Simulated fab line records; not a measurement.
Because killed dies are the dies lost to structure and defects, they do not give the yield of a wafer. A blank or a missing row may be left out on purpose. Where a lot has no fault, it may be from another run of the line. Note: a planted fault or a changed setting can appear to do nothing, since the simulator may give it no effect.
fab line records	flow n5-finfet	part 1 of 2: steps 1 to 4 of 6
record lots=24	wafers=72	last-day=19
route steps=1938 shown BEOL_M14@1736 BEOL_M15@1787
lots that met no fault: taken from a fault-free run of the same line
start-h: start of the lot's first displayed wafer, in hours after the record's first day	wait-h: how many hours have passed since the lot's step before this one	" identical to the entry in the row above	L1.1+2: one row covering several wafers at once	- either no value or no given start	* or withheld: withheld	< > ~ a bound
route shown NAME@n: a module of which the file shows steps, and the number in the route of the first	usual: average and standard deviation across the fault-free wafers	same: alike in all rows	chamber/n: place in a boat	sites: per-site readings	_std_site: standard deviation across them	_edge_site: the outer-site mean with the inner-site mean subtracted	radius-mm: for every site, how far away it sits from the centre of the wafer	mask NAME#n: copy n	behind: the last tool/chamber to shape the wafer	hold: why the lot went on hold/how many hours it stayed there/how the hold came to an end	device: whichever transistor did not switch (one of n, p or np)	end of line: the tests these same wafers got at the end of their route	for a step that has no rows: nothing shown but its recipe	killed: dies that structure and defects cost at the first sort, which is not the same as the wafer's yield	map: dies across one wafer; x = killed, . = not, _ = none there
set.NAME: the setting the step ran with; set.NAME@STEP: the setting that earlier step ran with	model.NAME: the simulator's own value behind a step, which no gauge read
the route's steps for a sample of lots (tables are steps, rows are wafers)
services: a tool's chamber out of use, with start hour (start-h, from the record's first day; less than 0 if before it), hours out, and reason
## steps
# step N5_BEOL_M14_CD_MEAS_17
# recipe target-cd-nm=250	polarity=opening
# usual cd-nm=250.7/2
lot.wafer	tool	chamber	start-h	wait-h	cd-nm
L076.2	cd-sem-02	-	279.29	0.0	252.0
L076.3	"	-	"	"	252.1
L076.6	"	-	"	"	251.8
L074.1	cd-sem-02	-	282.47	0.0	252.6
L074.3	"	-	"	"	248.9
L074.5	"	-	"	"	251.7
L077.2	cd-sem-02	-	283.86	0.0	250.0
L077.3	"	-	"	"	249.2
L077.4	"	-	"	"	250.5
L075.1	cd-sem-03	-	287.66	0.0	252.0
L075.4	"	-	"	"	250.4
L075.6	"	-	"	"	251.3
L078.1	cd-sem-02	-	306.98	0.0	247.9
L078.3	"	-	"	"	247.9
L078.6	"	-	"	"	248.8
L080.1	cd-sem-03	-	309.26	0.0	250.7
L080.3	"	-	"	"	252.5
L080.4	"	-	"	"	247.6
L079.2	cd-sem-01	-	314.96	0.0	249.5
L079.3	"	-	"	"	249.1
L079.5	"	-	"	"	253.9
L081.1	cd-sem-02	-	321.43	0.0	253.8
L081.4	"	-	"	"	252.3
L081.6	"	-	"	"	253.6
L082.1	cd-sem-02	-	324.70	0.0	251.2
L082.3	"	-	"	"	248.0
L082.6	"	-	"	"	245.5
L083.1	cd-sem-02	-	339.75	0.0	251.4
L083.2	"	-	"	"	247.7
L083.3	"	-	"	"	249.3
L084.3	cd-sem-02	-	345.37	0.0	249.3
L084.4	"	-	"	"	249.6
L084.6	"	-	"	"	249.8
L085.3	cd-sem-02	-	355.64	0.0	251.3
L085.5	"	-	"	"	252.0
L085.6	"	-	"	"	252.8
L087.1	cd-sem-02	-	355.95	0.0	251.7
L087.4	"	-	"	"	251.2
L087.5	"	-	"	"	247.7
L086.1	cd-sem-02	-	356.25	0.0	249.1
L086.4	"	-	"	"	251.6
L086.5	"	-	"	"	253.9
L091.1	cd-sem-01	-	382.90	0.0	248.4
L091.4	"	-	"	"	250.5
L091.6	"	-	"	"	249.7
L089.2	cd-sem-01	-	382.94	0.0	251.4
L089.3	"	-	"	"	252.3
L089.5	"	-	"	"	252.1
L092.2	cd-sem-01	-	388.28	0.0	250.0
L092.3	"	-	"	"	250.3
L092.6	"	-	"	"	250.9
L090.1	cd-sem-03	-	388.28	0.0	252.0
L090.3	"	-	"	"	253.9
L090.6	"	-	"	"	249.4
L088.3	cd-sem-03	-	391.26	0.0	248.7
L088.5	"	-	"	"	250.9
L088.6	"	-	"	"	250.0
L094.3	cd-sem-02	-	406.45	0.0	248.3
L094.5	"	-	"	"	250.6
L094.6	"	-	"	"	249.4
L093.1	cd-sem-01	-	406.80	0.0	253.4
L093.3	"	-	"	"	248.1
L093.5	"	-	"	"	250.3
L095.2	cd-sem-01	-	410.19	0.0	253.5
L095.4	"	-	"	"	252.4
L095.5	"	-	"	"	250.3
L097.1	cd-sem-01	-	413.67	0.0	249.2
L097.3	"	-	"	"	247.9
L097.4	"	-	"	"	252.0
L096.3	cd-sem-03	-	424.73	0.0	252.0
L096.4	"	-	"	"	252.4
L096.5	"	-	"	"	253.4
# step N5_BEOL_M14_ETCH_68
# recipe chemistry=N2/H2	target=SOC	mask-material=SiARC	source-w=3000	bias-w=350	temp-c=40	time-s=450	ion-energy-ev=200	pressure-mtorr=30	n2-flow-sccm=200	h2-flow-sccm=200
# usual bias-w=350.0/1	drypump-motor-current-A=5.6/0.53	oes-product-au=0.78/0.076	rf-vpp-V=523.4/2.7	showerhead-plenum-p-Torr=2.52/0.095	throttle-valve-pct=17.69/0.21
lot.wafer	tool	chamber	start-h	wait-h	bias-w	drypump-motor-current-A	oes-product-au	rf-hours-counter-h	rf-vpp-V	showerhead-plenum-p-Torr	throttle-valve-pct
L076.2	rie-diel-04	0	279.91	0.1	348.7	5.0	0.78	125	521.9	2.44	17.85
L076.3	"	3	"	"	348.6	5.8	0.67	222	522.0	2.51	17.59
L076.6	"	0	"	"	347.9	5.0	0.78	-	522.0	2.44	17.84
L074.1	rie-diel-04	1	283.19	0.1	348.4	5.7	0.72	209	520.2	2.41	17.46
L074.3	"	0	"	"	350.9	4.9	0.78	127	522.9	2.44	17.85
L074.5	"	3	"	"	349.3	5.8	0.68	-	522.8	2.51	17.59
L077.2	rie-diel-06	2	284.58	0.1	351.4	5.4	0.91	19	525.6	2.57	17.46
L077.3	"	0	"	"	350.9	5.3	0.85	54	525.8	2.58	17.77
L077.4	"	3	"	"	349.5	4.9	0.88	62	527.5	2.67	17.77
L075.1	rie-diel-06	0	288.39	0.1	350.3	5.3	0.85	56	526.4	2.58	17.77
L075.4	"	2	"	"	350.5	5.4	0.90	21	525.5	2.57	17.50
L075.6	"	3	"	"	350.9	4.9	0.87	-	527.0	2.67	17.77
L078.1	rie-diel-04	3	307.80	0.1	351.3	5.8	0.66	237	522.2	2.50	17.61
L078.3	"	0	"	"	350.1	4.9	0.76	140	522.2	2.44	17.88
L078.6	"	3	"	"	351.5	5.8	0.66	-	521.8	2.50	17.60
L080.1	rie-diel-04	0	309.98	0.1	349.5	4.9	0.77	141	521.2	2.43	17.87
L080.3	"	1	"	"	351.4	5.7	0.72	224	521.1	2.41	17.47
L080.4	"	1	"	"	350.5	5.7	0.71	-	519.5	2.41	17.50
L079.2	rie-diel-03	1	315.77	0.1	349.2	6.3	0.75	143	522.3	2.53	17.39
L079.3	"	3	"	"	351.5	5.7	0.77	140	520.7	2.44	17.71
L079.5	"	2	"	"	350.0	5.6	0.79	-	521.5	2.44	17.94
L081.1	rie-diel-04	3	322.15	0.1	348.0	5.8	0.65	242	522.7	2.50	17.63
L081.4	"	2	"	"	349.5	6.8	0.97	3	523.6	2.50	17.81
L081.6	"	0	"	"	348.2	4.9	0.77	-	521.3	2.43	17.88
L082.1	rie-diel-04	1	325.42	0.1	349.6	5.7	0.70	228	520.4	2.41	17.51
L082.3	"	3	"	"	348.8	5.8	0.66	243	521.7	2.50	17.62
L082.6	"	3	"	"	348.9	5.8	0.66	-	522.3	2.50	17.62
L083.1	rie-diel-06	0	340.93	0.1	347.7	5.3	0.82	71	525.3	2.57	17.80
L083.2	"	2	"	"	351.3	5.3	0.88	37	526.9	2.57	17.53
L083.3	"	1	"	"	351.1	5.9	0.83	92	526.9	2.68	17.70
L084.3	rie-diel-03	1	346.09	0.1	351.4	6.3	0.75	154	523.1	2.53	17.39
L084.4	"	1	"	"	349.9	6.3	0.75	-	523.1	2.53	17.40
L084.6	"	2	"	"	352.1	5.6	0.78	-	521.0	2.43	17.97
L085.3	rie-diel-04	1	356.31	0.1	350.8	5.7	0.70	239	518.4	2.40	17.54
L085.5	"	0	"	"	350.3	5.0	0.75	-	519.6	2.43	17.90
L085.6	"	2	"	"	349.7	6.8	0.92	-	522.7	2.49	17.83
L087.1	rie-diel-03	0	356.67	0.1	350.6	5.1	0.74	163	526.0	2.62	17.78
L087.4	"	1	"	"	349.6	6.3	0.74	157	523.5	2.53	17.42
L087.5	"	2	"	"	349.4	5.6	0.76	-	520.4	2.43	17.98
L086.1	rie-diel-04	1	356.99	0.1	348.3	5.7	0.70	240	519.8	2.40	17.52
L086.4	"	2	"	"	351.0	6.8	0.91	-	523.6	2.49	17.84
L086.5	"	0	"	"	349.2	5.0	0.75	-	520.2	2.43	17.91
L091.1	rie-diel-04	1	383.62	0.1	349.7	5.7	0.70	250	520.9	2.40	17.54
L091.4	"	3	"	"	350.2	5.8	0.93	10	521.7	2.49	17.20
L091.6	"	1	"	"	349.7	5.7	0.69	-	519.7	2.40	17.53
L089.2	rie-diel-03	0	383.66	0.1	351.1	5.2	0.72	172	526.1	2.62	17.81
L089.3	"	1	"	"	349.7	6.3	0.74	167	524.1	2.52	17.43
L089.5	"	0	"	"	350.2	5.2	0.73	-	526.2	2.62	17.83
L092.2	rie-diel-03	3	389.11	0.1	350.7	5.7	0.73	168	520.3	2.43	17.73
L092.3	"	0	"	"	350.0	5.2	0.73	175	527.0	2.62	17.81
L092.6	"	0	"	"	349.8	5.2	0.73	-	527.0	2.62	17.81
L090.1	rie-diel-06	1	389.23	0.1	350.4	5.9	0.79	111	528.1	2.67	17.73
L090.3	"	1	"	"	350.5	5.9	0.79	-	527.0	2.67	17.74
L090.6	"	1	"	"	351.2	5.9	0.80	-	526.9	2.67	17.74
L088.3	rie-diel-06	1	391.85	0.1	352.2	5.9	0.79	113	526.7	2.67	17.74
L088.5	"	3	"	"	349.4	4.9	0.82	-	527.6	2.65	17.82
L088.6	"	1	"	"	350.7	5.9	0.80	-	526.9	2.67	17.75
L094.3	rie-diel-03	0	407.34	0.1	350.2	5.2	0.71	183	525.4	2.61	17.83
L094.5	"	2	"	"	350.6	5.6	0.75	-	521.0	2.43	17.97
L094.6	"	1	"	"	348.6	6.3	0.72	-	523.7	2.52	17.45
L093.1	rie-diel-04	1	407.75	0.1	350.3	5.7	0.94	3	528.8	2.72	17.03
L093.3	"	3	"	"	350.0	5.8	0.89	21	522.4	2.49	17.22
L093.5	"	0	"	"	348.9	5.0	0.72	-	520.3	2.42	17.94
L095.2	rie-diel-06	2	411.47	0.1	348.6	5.4	0.83	62	524.5	2.56	17.55
L095.4	"	3	"	"	349.8	5.0	0.80	110	527.3	2.65	17.85
L095.5	"	2	"	"	349.8	5.4	0.83	-	524.9	2.56	17.56
L097.1	rie-diel-04	0	414.26	0.1	349.4	4.9	0.73	183	520.3	2.42	17.93
L097.3	"	3	"	"	349.0	5.8	0.88	24	522.6	2.48	17.24
L097.4	"	2	"	"	351.1	6.8	0.88	37	523.4	2.48	17.88
L096.3	rie-diel-06	3	425.42	0.1	349.9	5.0	0.81	115	527.2	2.65	17.85
L096.4	"	0	"	"	350.2	5.3	0.80	93	525.1	2.56	17.83
L096.5	"	3	"	"	352.0	5.0	0.81	-	528.8	2.65	17.85
# step N5_BEOL_M14_SPUTTER_45
# recipe material=Cu	target-thk-a=1000	temp-c=-20	bias-v=60	power-w=26000	chamber-pressure-pa=0.13	time-s=16.67
# usual throttle-valve-pct=30.2/1.2
lot.wafer	tool	chamber	start-h	wait-h	throttle-valve-pct
L076.2	pvd-sputter-01	-	283.38	0.0	30.6
L076.3	"	-	"	"	31.4
L076.6	"	-	"	"	31.4
L074.1	pvd-sputter-03	-	284.44	0.0	30.4
L074.3	"	-	"	"	30.2
L074.5	"	-	"	"	29.5
L077.2	pvd-sputter-02	-	287.76	0.0	28.4
L077.3	"	-	"	"	28.6
L077.4	"	-	"	"	30.0
L075.1	pvd-sputter-01	-	292.73	0.0	31.3
L075.4	"	-	"	"	31.7
L075.6	"	-	"	"	30.7
L078.1	pvd-sputter-01	-	312.17	0.0	30.8
L078.3	"	-	"	"	31.4
L078.6	"	-	"	"	31.2
L080.1	pvd-sputter-03	-	312.24	0.0	28.2
L080.3	"	-	"	"	30.1
L080.4	"	-	"	"	29.2
L079.2	pvd-sputter-01	-	321.26	0.0	31.3
L079.3	"	-	"	"	31.6
L079.5	"	-	"	"	31.6
L081.1	pvd-sputter-01	-	323.30	0.0	31.4
L081.4	"	-	"	"	31.4
L081.6	"	-	"	"	31.7
L082.1	pvd-sputter-02	-	327.34	0.0	29.7
L082.3	"	-	"	"	28.6
L082.6	"	-	"	"	28.7
L083.1	pvd-sputter-03	-	342.19	0.0	29.4
L083.2	"	-	"	"	27.9
L083.3	"	-	"	"	30.2
L084.3	pvd-sputter-03	-	352.07	0.0	30.1
L084.4	"	-	"	"	29.5
L084.6	"	-	"	"	30.1
L085.3	pvd-sputter-03	-	358.07	0.0	29.4
L085.5	"	-	"	"	29.3
L085.6	"	-	"	"	28.3
L087.1	pvd-sputter-02	-	358.10	0.0	28.8
L087.4	"	-	"	"	29.8
L087.5	"	-	"	"	29.6
L086.1	pvd-sputter-03	-	362.29	0.0	28.3
L086.4	"	-	"	"	29.3
L086.5	"	-	"	"	28.3
L091.1	pvd-sputter-03	-	384.87	0.0	29.4
L091.4	"	-	"	"	30.0
L091.6	"	-	"	"	29.7
L089.2	pvd-sputter-02	-	384.88	0.0	28.9
L089.3	"	-	"	"	29.6
L089.5	"	-	"	"	28.5
L092.2	pvd-sputter-01	-	392.23	0.0	31.4
L092.3	"	-	"	"	31.9
L092.6	"	-	"	"	31.3
L090.1	pvd-sputter-03	-	395.12	0.0	29.3
L090.3	"	-	"	"	30.1
L090.6	"	-	"	"	30.1
L088.3	pvd-sputter-01	-	398.06	0.0	31.5
L088.5	"	-	"	"	31.7
L088.6	"	-	"	"	31.4
L094.3	pvd-sputter-01	-	409.76	0.0	31.6
L094.5	"	-	"	"	31.5
L094.6	"	-	"	"	31.5
L093.1	pvd-sputter-01	-	410.32	0.0	31.4
L093.3	"	-	"	"	31.3
L093.5	"	-	"	"	31.6
L095.2	pvd-sputter-02	-	413.79	0.0	28.9
L095.4	"	-	"	"	29.7
L095.5	"	-	"	"	28.8
L097.1	pvd-sputter-03	-	418.77	0.0	28.4
L097.3	"	-	"	"	30.1
L097.4	"	-	"	"	29.1
L096.3	pvd-sputter-01	-	430.25	0.0	30.2
L096.4	"	-	"	"	31.3
L096.5	"	-	"	"	31.4
# step N5_BEOL_M14_RS_MEAS_54
# recipe thk-meas-gauge=four-point-probe	reads=Cu_of_BEOL_M14_ECD_47+Ta_of_BEOL_M14_SPUTTER_44+TaN_of_BEOL_M14_SPUTTER_43
# usual M14_RS=0.0332/0.00064
lot.wafer	tool	chamber	start-h	wait-h	M14_RS[ohm/sq]
L076.2	film-metro-02	-	285.20	0.1	0.0338
L076.3	"	-	"	"	0.0336
L076.6	"	-	"	"	0.0339
L074.1	film-metro-02	-	286.10	0.0	0.0331
L074.3	"	-	"	"	0.0336
L074.5	"	-	"	"	0.0330
L077.2	film-metro-01	-	289.05	0.1	0.0323
L077.3	"	-	"	"	0.0334
L077.4	"	-	"	"	0.0324
L075.1	film-metro-02	-	294.03	0.0	0.0333
L075.4	"	-	"	"	0.0323
L075.6	"	-	"	"	0.0325
L078.1	film-metro-02	-	313.20	0.0	0.0335
L078.3	"	-	"	"	0.0333
L078.6	"	-	"	"	0.0335
L080.1	film-metro-02	-	313.47	0.0	0.0335
L080.3	"	-	"	"	0.0328
L080.4	"	-	"	"	0.0332
L079.2	film-metro-01	-	322.29	0.1	0.0340
L079.3	"	-	"	"	0.0332
L079.5	"	-	"	"	0.0345
L081.1	film-metro-01	-	325.10	0.1	0.0337
L081.4	"	-	"	"	0.0337
L081.6	"	-	"	"	0.0336
L082.1	film-metro-02	-	328.36	0.0	0.0334
L082.3	"	-	"	"	0.0332
L082.6	"	-	"	"	0.0335
L083.1	film-metro-02	-	343.23	0.0	0.0340
L083.2	"	-	"	"	0.0321
L083.3	"	-	"	"	0.0324
L084.3	film-metro-01	-	353.10	0.1	0.0339
L084.4	"	-	"	"	0.0335
L084.6	"	-	"	"	0.0347
L085.3	film-metro-02	-	359.11	0.1	0.0336
L085.5	"	-	"	"	0.0335
L085.6	"	-	"	"	0.0335
L087.1	film-metro-02	-	359.25	0.0	0.0334
L087.4	"	-	"	"	0.0333
L087.5	"	-	"	"	0.0344
L086.1	film-metro-02	-	363.32	0.0	0.0334
L086.4	"	-	"	"	0.0335
L086.5	"	-	"	"	0.0338
L091.1	film-metro-01	-	386.16	0.1	0.0333
L091.4	"	-	"	"	0.0327
L091.6	"	-	"	"	0.0336
L089.2	film-metro-02	-	386.63	0.1	0.0331
L089.3	"	-	"	"	0.0334
L089.5	"	-	"	"	0.0332
L092.2	film-metro-01	-	393.56	0.1	0.0335
L092.3	"	-	"	"	0.0338
L092.6	"	-	"	"	0.0339
L090.1	film-metro-01	-	396.30	0.0	0.0324
L090.3	"	-	"	"	0.0323
L090.6	"	-	"	"	0.0323
L088.3	film-metro-02	-	399.36	0.1	0.0325
L088.5	"	-	"	"	0.0325
L088.6	"	-	"	"	0.0326
L094.3	film-metro-01	-	410.82	0.1	0.0334
L094.5	"	-	"	"	0.0345
L094.6	"	-	"	"	0.0337
L093.1	film-metro-01	-	411.35	0.0	0.0330
L093.3	"	-	"	"	0.0324
L093.5	"	-	"	"	0.0335
L095.2	film-metro-01	-	414.85	0.1	0.0321
L095.4	"	-	"	"	0.0326
L095.5	"	-	"	"	0.0319
L097.1	film-metro-02	-	419.82	0.0	0.0337
L097.3	"	-	"	"	0.0321
L097.4	"	-	"	"	0.0333
L096.3	film-metro-01	-	431.59	0.1	0.0327
L096.4	"	-	"	"	0.0332
L096.5	"	-	"	"	0.0328
